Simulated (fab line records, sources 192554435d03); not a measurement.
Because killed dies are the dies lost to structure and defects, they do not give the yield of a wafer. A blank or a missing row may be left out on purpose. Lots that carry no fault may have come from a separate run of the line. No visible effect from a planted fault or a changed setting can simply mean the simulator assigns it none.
Split-lot experiment -- flow n5 finfet -- 21 wafers read across 7 lots, on a route 1938 steps long

ABOUT THE SPLIT
At N5_PASSIVATION_AL_DEP_21 (deposits Al, target thk 2800 nm, time 170 s), the setting time s was moved away from the recipe's 170 s on 8 of the 21 wafers read, by +4.2% to +11.5%. The other wafers ran this setting at the recipe's value.

The reading comes from the split's own step.

THE READING
Al_of_PASSIVATION_AL_DEP_21.thk nm (the simulator's own value, which no gauge read), in nm, at N5_PASSIVATION_AL_DEP_21 (deposits Al, target thk 2800 nm, time 170 s). The file does not state a usual value for it. Across the 13 wafers here that went through the recipe, the average is 2789 nm and the standard deviation 31 nm.

wafer,"tool, chamber at the split","time s as run, s",against the recipe,"Al_of_PASSIVATION_AL_DEP_21.thk nm, nm",against lot-mates on the recipe
L075.1,"pvd sputter-02, -",170,recipe,2811,-
L075.3,"pvd sputter-02, -",170,recipe,2849,-
L075.4,"pvd sputter-02, -",187.9,+10.5%,3126,+296
L084.3,"pvd sputter-03, -",170,recipe,2777,-
L084.4,"pvd sputter-03, -",170,recipe,2779,-
L084.6,"pvd sputter-03, -",170,recipe,2830,-
L083.1,"pvd sputter-03, -",170,recipe,2785,-
L083.2,"pvd sputter-03, -",178.7,+5.1%,2916,+130
L083.6,"pvd sputter-03, -",170,recipe,2788,-
L089.1,"pvd sputter-03, -",170,recipe,2831,-
L089.2,"pvd sputter-03, -",177.2,+4.2%,2914,+83
L089.4,"pvd sputter-03, -",177.2,+4.2%,2925,+94
L091.4,"pvd sputter-03, -",170,recipe,2745,-
L091.5,"pvd sputter-03, -",170,recipe,2758,-
L091.6,"pvd sputter-03, -",170,recipe,2768,-
L095.3,"pvd sputter-02, -",170,recipe,2751,-
L095.4,"pvd sputter-02, -",189.6,+11.5%,3112,+361
L095.5,"pvd sputter-02, -",189.6,+11.5%,3085,+334
L097.2,"pvd sputter-01, -",170,recipe,2789,-
L097.4,"pvd sputter-01, -",187.7,+10.4%,3079,+290
L097.5,"pvd sputter-01, -",187.7,+10.4%,3067,+278

FIT RESULTS
A straight line over all 21 wafers: Al_of_PASSIVATION_AL_DEP_21.thk nm changes by +27.9 nm for each +1% of time s; r = +0.98; the points scatter about the line by 29 nm.
The same after taking each lot's own level away (the mean of its wafers on the recipe; 21 wafers): +28.5 nm for each +1%; r = +0.99; scatter 18 nm.
The reading moves by 3.3e+02 nm for the largest change in time s, on that fit.
Across the lots, their own levels run from 2751.0 to 2831.0 nm, a range of 2.6 times the standard deviation given above.
Consequently the slope shifts little with the lot-to-lot level, the two slopes agreeing.
Check: +316 nm against its lot-mates is what the line predicts for one of the wafers moved furthest among these (+11.5%) when that wafer is left out of the fit. It came out at +361 nm against them.

THESE WAFERS: OTHER SPLITS
These wafers also went through other splits before the reading. Each is held against what the fit with the lots' levels taken away leaves over:
other split on the same wafers,wafers away from the commonest value,r with Al_of_PASSIVATION_AL_DEP_21.thk nm (lot level and that fit taken away)
N5_MIM_TOP_LITHO_EXPOSE_05 dose mj,7,-0.31
N5_PASSIVATION_ETCH_15 bias w,9,+0.20

THE WHOLE CHAIN: every reading that the file lists as answering this split, in the file's order
step,what it does,reading,change (the file's fit),r (the file's)
N5_PASSIVATION_AL_DEP_21,"deposits Al, target thk 2800 nm, time 170 s","Al_of_PASSIVATION_AL_DEP_21.thk nm (the simulator's own value, which no gauge read)",+28.1 nm for each +1% of the setting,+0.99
N5_PASSIVATION_PROBE_49,,sort_bin_4_leakage,"not straight: 0.08 at the lowest setting, 0.08 at the recipe, 0.04 at the highest",not given

THE FILE'S OWN FIT
Al_of_PASSIVATION_AL_DEP_21.thk nm changes by +28.1 nm for each +1% of time s, r = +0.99.
